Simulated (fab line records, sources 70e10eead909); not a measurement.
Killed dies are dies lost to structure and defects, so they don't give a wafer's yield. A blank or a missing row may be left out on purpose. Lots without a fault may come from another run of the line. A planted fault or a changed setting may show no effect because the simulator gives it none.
A struck lot beside a sound one | flow nand_harc | 18 steps out of a route of 1302
Sound: wafers L808.2, L808.3, L808.6. Struck: wafers L813.2, L813.3, L813.4. The cause comes at the end.
At each step with rows: each side's tool, then ch and its chambers, then its first start. Under that, the readings that differ: sound wafers | struck wafers | difference of the means | sigmas: that difference in standard deviations of wafers without a fault.
alike: readings whose means differ by less than 2 such deviations, and words and numbers that are the same on both sides. not compared: withheld readings, readings that some wafer has no value for, bounds like >300 that may hide the same value, and numbers for which the record gives no deviation and whose values overlap.
The two part at a step that has a row with sigmas, a row that says differs or no value, or rows on one side only. Numbers that don't overlap but have no deviation are shown without sigmas and don't part them. A reading that every wafer of one side lacks parts them only if that side has two wafers or more.

NHARC_P_M2_INSPECT_11:
  sound on defect_inspect-01, day 9 00:25; struck on defect_inspect-02, day 10 23:16
  alike: raw_defect_count
NHARC_P_M2_DESCUM_14: chemistry O2, time 3 s.
  sound on rie_diel-07 ch 1,2,3, day 9 00:29; struck on rie_diel-01 ch 0,1,3, day 10 23:20
  alike: drypump_motor_current_A, oes_product_au, rf_vpp_V, showerhead_plenum_p_Torr, throttle_valve_pct
  not compared: rf_hours_counter_h
NHARC_P_M2_ETCH_35: etches the open film in N2/H2, target depth 40 nm, overetch 12 nm, time 43.94 s.
  sound on rie_diel-07 ch 1,3, day 9 00:33; struck on rie_diel-01 ch 0,2,3, day 10 23:25
  alike: drypump_motor_current_A, oes_product_au, rf_vpp_V, showerhead_plenum_p_Torr, throttle_valve_pct
  not compared: rf_hours_counter_h
then, 1 step without rows for these wafers: NHARC_P_M2_ETCH_15 (etches the open film in C4F8/Ar, target depth 182.5 nm, time 91.2 s).
NHARC_P_M2_CD_MEAS_16:
  sound on cd_sem-03, day 9 00:46; struck on cd_sem-03, day 10 23:40
  alike: cd_nm
NHARC_P_M2_STRIP_18: strips in N2/H2.
  sound on rie_diel-01 ch 1,2,3, day 9 00:54; struck on rie_diel-07 ch 0,1,2, day 10 23:45
  alike: drypump_motor_current_A, oes_product_au, rf_vpp_V, showerhead_plenum_p_Torr, throttle_valve_pct
  not compared: rf_hours_counter_h
then, 4 steps without rows for these wafers: NHARC_P_M2_ETCH_28 (etches the open film in CF4/N2, target depth 30 nm, time 72.99 s); NHARC_P_M2_STRIP_19 (strips in post etch residue remover, time 600 s); NHARC_P_M2_DEGAS_29 (time 60 s); NHARC_P_M2_PRE_CLEAN_30 (time 30 s).
NHARC_P_M2_PVD_20: deposits TaN, target thk 5 nm, time 8.06 s.
  sound on pvd_sputter-02; struck on pvd_sputter-03
  alike: chamber_pressure_pa, substrate_temp_c, throttle_valve_pct
NHARC_P_M2_PVD_21: deposits Cu, target thk 30 nm, time 20.49 s.
  sound on pvd_sputter-02; struck on pvd_sputter-03
  alike: chamber_pressure_pa, substrate_temp_c, throttle_valve_pct
NHARC_P_M2_ECD_22: material Cu, target thk 400 nm.
  sound on ecd_cu-02 ch 0,1, day 9 01:51; struck on ecd_cu-02 ch 0,1, day 11 00:44
  no value came back on the struck wafers for bath_heat_duty_pct (%), bath_temp_c (C); on the sound wafers bath_heat_duty_pct (%) reads 7.9 5.5 6.2
then, 1 step without rows for these wafers: NHARC_P_M2_ANNEAL_31 (time 90 s).
NHARC_P_M2_CMP_23: polishes, t overpolish 20 s, target thk 144.3 nm.
  sound on cmp-02 ch 0,3, day 9 02:34; struck on cmp-03 ch 0,1,2, day 11 01:28
  reading                | sound          | struck      | difference | sigmas
  time_to_endpoint_s (s) | 31.3 31.3 32.0 | 2.2 4.4 5.3 | -27.6      | -13
  alike: motor_current_A
  not compared: pad_life_wafers
NHARC_P_M2_THK_MEAS_24: measures by xrf.
  sound on film_metro-01, day 9 02:53; struck on film_metro-02, day 11 01:47
  reading     | sound             | struck         | difference | sigmas
  thk_nm (nm) | 145.7 146.0 146.0 | 29.1 31.3 31.4 | -115.3     | -72
then, 1 step without rows for these wafers: NHARC_P_M2_SRD_25.
-- the record jumps here: 17 days lie between the struck wafers' starts before and after (it left off in module P_M2 and takes up again in module END, whose first step shown is number 1302 of the route) --
NHARC_END_SORT_01:
  sound on prober-01 ch 0, day 27 06:27; struck on prober-02 ch 0, day 28 11:40
  reading                  | sound          | struck      | difference | sigmas
  defect_limited_yield (%) | 86.6 90.8 88.2 | 0 0 0       | -89        | -35
  killed_at_periphery      | 4 6 0          | 626 620 626 | +621       | +99 or more
  killed_dies              | 91 62 80       | 677 677 677 | +599       | +35
  alike: killed_at_array, killed_at_other, killed_open, killed_short

WHERE THEY PART
First at NHARC_P_M2_ECD_22; last, within this record, at NHARC_END_SORT_01.

WHY: what the simulator had put in
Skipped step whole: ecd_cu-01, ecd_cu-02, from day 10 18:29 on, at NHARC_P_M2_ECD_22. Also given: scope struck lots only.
